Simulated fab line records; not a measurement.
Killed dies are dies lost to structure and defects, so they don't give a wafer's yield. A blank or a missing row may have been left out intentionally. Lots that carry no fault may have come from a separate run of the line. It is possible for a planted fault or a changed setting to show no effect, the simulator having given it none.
Chamber matching    flow nand_harc    rie_diel-12 running NHARC_THIN_TSV_ETCHBACK_48: 4 sister chambers
The step etches the open film in C4F8/Ar, target depth 1028.5 nm, time 405.17 s. 14 wafers are shown with their chamber, then 7 later ones without.

EACH WAFER AND ITS CHAMBER
wafer   chamber  rf_vpp_V (V)  oes_product_au (a.u.)
L213.1  1        541           0.96
L213.5  2        553           0.96
L213.6  1        541           0.97
L215.3  2        552           0.92
L215.4  1        541           0.94
L215.5  1        543           0.93
L220.1  3        549           0.92
L220.3  2        550           0.93
L220.4  1        541           0.93
L221.2  0        543           0.95
L221.5  0        542           0.97
L221.6  1        541           0.96
L235.1  3        546           0.99
L235.2  0        542           0.99

SIGNATURES (averages over the wafers above)
reading         chamber 0  chamber 1  chamber 2  chamber 3  scatter within a chamber
rf_vpp_V        542.33     541.33     551.67     547.50     1.15
oes_product_au  0.9700     0.9483     0.9367     0.9550     0.0237
Rule: for each reading, subtract the chamber's mean from the wafer's reading, divide by that reading's scatter and square the result; add these up over the readings and take the root, which gives the wafer's distance from the chamber. If the next closest chamber is less than 2 further off than the closest, the wafer can't be placed; otherwise it belongs to the closest. The scatter: take each reading less its chamber's mean, square it, sum over the shown wafers, divide by the number of wafers less the number of chambers, and take the root.

WAFERS WHOSE CHAMBER IS MISSING
wafer   rf_vpp_V (V)  oes_product_au (a.u.)
L235.5  548           0.98
L234.2  540           1.01
L234.4  547           0.99
L234.5  541           0.99
L236.2  542           1.02
L236.3  547           0.99
L236.5  547           1.00

WHICH CHAMBER EACH WENT THROUGH
wafer   from the rows above      in truth
L235.5  3                        3
L234.2  can't be placed: 0 or 1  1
L234.4  3                        3
L234.5  can't be placed: 0 or 1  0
L236.2  can't be placed: 0 or 1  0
L236.3  3                        3
L236.5  3                        3
Correctly placed: 4 of 7. These rows do not allow placing 3 (true chamber among the candidates in 3). Placed wrongly: 0.
